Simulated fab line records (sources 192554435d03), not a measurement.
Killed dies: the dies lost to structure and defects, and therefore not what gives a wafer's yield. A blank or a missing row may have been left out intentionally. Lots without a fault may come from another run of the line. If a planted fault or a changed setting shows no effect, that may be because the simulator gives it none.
Matching of chambers || flow n5-finfet || rie-diel-05 running N5_BEOL_M9_DESCUM_33: 4 sister chambers
The step chemistry O2, time 7 s. 27 wafers are shown with their chamber, then 12 later ones without.

EACH WAFER AND ITS CHAMBER
{"wafer": "L076.1", "chamber": 1, "drypump-motor-current-A (A)": 6.1, "showerhead-plenum-p-Torr (Torr)": 2.02, "throttle-valve-pct (%)": 20.55}
{"wafer": "L076.2", "chamber": 2, "drypump-motor-current-A (A)": 5.3, "showerhead-plenum-p-Torr (Torr)": 2.11, "throttle-valve-pct (%)": 20.65}
{"wafer": "L076.5", "chamber": 0, "drypump-motor-current-A (A)": 5.9, "showerhead-plenum-p-Torr (Torr)": 2.15, "throttle-valve-pct (%)": 20.45}
{"wafer": "L075.2", "chamber": 1, "drypump-motor-current-A (A)": 6.1, "showerhead-plenum-p-Torr (Torr)": 2.02, "throttle-valve-pct (%)": 20.56}
{"wafer": "L075.3", "chamber": 0, "drypump-motor-current-A (A)": 5.9, "showerhead-plenum-p-Torr (Torr)": 2.15, "throttle-valve-pct (%)": 20.47}
{"wafer": "L075.4", "chamber": 3, "drypump-motor-current-A (A)": 6.2, "showerhead-plenum-p-Torr (Torr)": 2.13, "throttle-valve-pct (%)": 20.35}
{"wafer": "L077.1", "chamber": 3, "drypump-motor-current-A (A)": 6.2, "showerhead-plenum-p-Torr (Torr)": 2.13, "throttle-valve-pct (%)": 20.35}
{"wafer": "L077.2", "chamber": 0, "drypump-motor-current-A (A)": 5.9, "showerhead-plenum-p-Torr (Torr)": 2.15, "throttle-valve-pct (%)": 20.47}
{"wafer": "L077.3", "chamber": 2, "drypump-motor-current-A (A)": 5.3, "showerhead-plenum-p-Torr (Torr)": 2.11, "throttle-valve-pct (%)": 20.66}
{"wafer": "L081.1", "chamber": 1, "drypump-motor-current-A (A)": 6.1, "showerhead-plenum-p-Torr (Torr)": 2.02, "throttle-valve-pct (%)": 20.59}
{"wafer": "L081.3", "chamber": 3, "drypump-motor-current-A (A)": 6.2, "showerhead-plenum-p-Torr (Torr)": 2.13, "throttle-valve-pct (%)": 20.37}
{"wafer": "L081.6", "chamber": 1, "drypump-motor-current-A (A)": 6.1, "showerhead-plenum-p-Torr (Torr)": 2.02, "throttle-valve-pct (%)": 20.57}
{"wafer": "L083.1", "chamber": 2, "drypump-motor-current-A (A)": 5.3, "showerhead-plenum-p-Torr (Torr)": 2.10, "throttle-valve-pct (%)": 20.67}
{"wafer": "L083.2", "chamber": 3, "drypump-motor-current-A (A)": 6.2, "showerhead-plenum-p-Torr (Torr)": 2.13, "throttle-valve-pct (%)": 20.38}
{"wafer": "L083.6", "chamber": 3, "drypump-motor-current-A (A)": 6.2, "showerhead-plenum-p-Torr (Torr)": 2.13, "throttle-valve-pct (%)": 20.37}
{"wafer": "L085.1", "chamber": 1, "drypump-motor-current-A (A)": 6.1, "showerhead-plenum-p-Torr (Torr)": 2.02, "throttle-valve-pct (%)": 20.60}
{"wafer": "L085.2", "chamber": 0, "drypump-motor-current-A (A)": 5.9, "showerhead-plenum-p-Torr (Torr)": 2.14, "throttle-valve-pct (%)": 20.51}
{"wafer": "L085.3", "chamber": 2, "drypump-motor-current-A (A)": 5.3, "showerhead-plenum-p-Torr (Torr)": 2.10, "throttle-valve-pct (%)": 20.69}
{"wafer": "L088.1", "chamber": 0, "drypump-motor-current-A (A)": 5.9, "showerhead-plenum-p-Torr (Torr)": 2.14, "throttle-valve-pct (%)": 20.52}
{"wafer": "L088.4", "chamber": 1, "drypump-motor-current-A (A)": 6.1, "showerhead-plenum-p-Torr (Torr)": 2.02, "throttle-valve-pct (%)": 20.61}
{"wafer": "L088.5", "chamber": 0, "drypump-motor-current-A (A)": 5.9, "showerhead-plenum-p-Torr (Torr)": 2.14, "throttle-valve-pct (%)": 20.50}
{"wafer": "L090.3", "chamber": 1, "drypump-motor-current-A (A)": 6.2, "showerhead-plenum-p-Torr (Torr)": 2.01, "throttle-valve-pct (%)": 20.61}
{"wafer": "L090.4", "chamber": 1, "drypump-motor-current-A (A)": 6.1, "showerhead-plenum-p-Torr (Torr)": 2.01, "throttle-valve-pct (%)": 20.59}
{"wafer": "L090.5", "chamber": 2, "drypump-motor-current-A (A)": 5.3, "showerhead-plenum-p-Torr (Torr)": 2.10, "throttle-valve-pct (%)": 20.70}
{"wafer": "L089.1", "chamber": 1, "drypump-motor-current-A (A)": 6.1, "showerhead-plenum-p-Torr (Torr)": 2.01, "throttle-valve-pct (%)": 20.60}
{"wafer": "L089.2", "chamber": 0, "drypump-motor-current-A (A)": 5.9, "showerhead-plenum-p-Torr (Torr)": 2.14, "throttle-valve-pct (%)": 20.52}
{"wafer": "L089.6", "chamber": 3, "drypump-motor-current-A (A)": 6.2, "showerhead-plenum-p-Torr (Torr)": 2.13, "throttle-valve-pct (%)": 19.98}

SIGNATURES, as means of the wafers listed above
{"reading": "drypump-motor-current-A", "chamber 0": 5.900, "chamber 1": 6.111, "chamber 2": 5.300, "chamber 3": 6.200, "scatter within a chamber": 0.0197}
{"reading": "showerhead-plenum-p-Torr", "chamber 0": 2.1443, "chamber 1": 2.0167, "chamber 2": 2.1040, "chamber 3": 2.1300, "scatter within a chamber": 0.00462}
{"reading": "throttle-valve-pct", "chamber 0": 20.4914, "chamber 1": 20.5867, "chamber 2": 20.6740, "chamber 3": 20.3000, "scatter within a chamber": 0.0763}
Rule: a wafer's distance from a chamber is the root of the sum, over the readings, of the square of ((its reading less the chamber's mean) divided by the reading's scatter). The wafer belongs to the nearest chamber; if the next one is less than 2 further off, it can't be placed. The scatter is the square root of a quotient: the sum, over the shown wafers, of each reading's squared deviation from its chamber's mean, divided by wafers minus chambers.

WAFERS MISSING THEIR CHAMBER
{"wafer": "L093.1", "drypump-motor-current-A (A)": 5.3, "showerhead-plenum-p-Torr (Torr)": 2.09, "throttle-valve-pct (%)": 20.70}
{"wafer": "L093.2", "drypump-motor-current-A (A)": 6.2, "showerhead-plenum-p-Torr (Torr)": 2.13, "throttle-valve-pct (%)": 19.98}
{"wafer": "L093.5", "drypump-motor-current-A (A)": 5.9, "showerhead-plenum-p-Torr (Torr)": 2.14, "throttle-valve-pct (%)": 20.54}
{"wafer": "L095.1", "drypump-motor-current-A (A)": 5.9, "showerhead-plenum-p-Torr (Torr)": 2.14, "throttle-valve-pct (%)": 20.52}
{"wafer": "L095.3", "drypump-motor-current-A (A)": 5.3, "showerhead-plenum-p-Torr (Torr)": 2.09, "throttle-valve-pct (%)": 20.69}
{"wafer": "L095.6", "drypump-motor-current-A (A)": 6.2, "showerhead-plenum-p-Torr (Torr)": 2.13, "throttle-valve-pct (%)": 19.98}
{"wafer": "L096.2", "drypump-motor-current-A (A)": 5.3, "showerhead-plenum-p-Torr (Torr)": 2.09, "throttle-valve-pct (%)": 20.71}
{"wafer": "L096.5", "drypump-motor-current-A (A)": 5.9, "showerhead-plenum-p-Torr (Torr)": 2.14, "throttle-valve-pct (%)": 20.55}
{"wafer": "L096.6", "drypump-motor-current-A (A)": 6.2, "showerhead-plenum-p-Torr (Torr)": 2.12, "throttle-valve-pct (%)": 19.99}
{"wafer": "L097.1", "drypump-motor-current-A (A)": 5.9, "showerhead-plenum-p-Torr (Torr)": 2.14, "throttle-valve-pct (%)": 20.52}
{"wafer": "L097.4", "drypump-motor-current-A (A)": 5.3, "showerhead-plenum-p-Torr (Torr)": 2.09, "throttle-valve-pct (%)": 20.72}
{"wafer": "L097.6", "drypump-motor-current-A (A)": 6.2, "showerhead-plenum-p-Torr (Torr)": 2.12, "throttle-valve-pct (%)": 20.01}

CHAMBER TAKEN BY EACH
{"wafer": "L093.1", "from the rows above": 2, "in truth": 2}
{"wafer": "L093.2", "from the rows above": 3, "in truth": 3}
{"wafer": "L093.5", "from the rows above": 0, "in truth": 0}
{"wafer": "L095.1", "from the rows above": 0, "in truth": 0}
{"wafer": "L095.3", "from the rows above": 2, "in truth": 2}
{"wafer": "L095.6", "from the rows above": 3, "in truth": 3}
{"wafer": "L096.2", "from the rows above": 2, "in truth": 2}
{"wafer": "L096.5", "from the rows above": 0, "in truth": 0}
{"wafer": "L096.6", "from the rows above": 3, "in truth": 3}
{"wafer": "L097.1", "from the rows above": 0, "in truth": 0}
{"wafer": "L097.4", "from the rows above": 2, "in truth": 2}
{"wafer": "L097.6", "from the rows above": 3, "in truth": 3}
12 of 12 placed correctly. Can't be placed from these rows: 0. Number placed wrongly: 0.
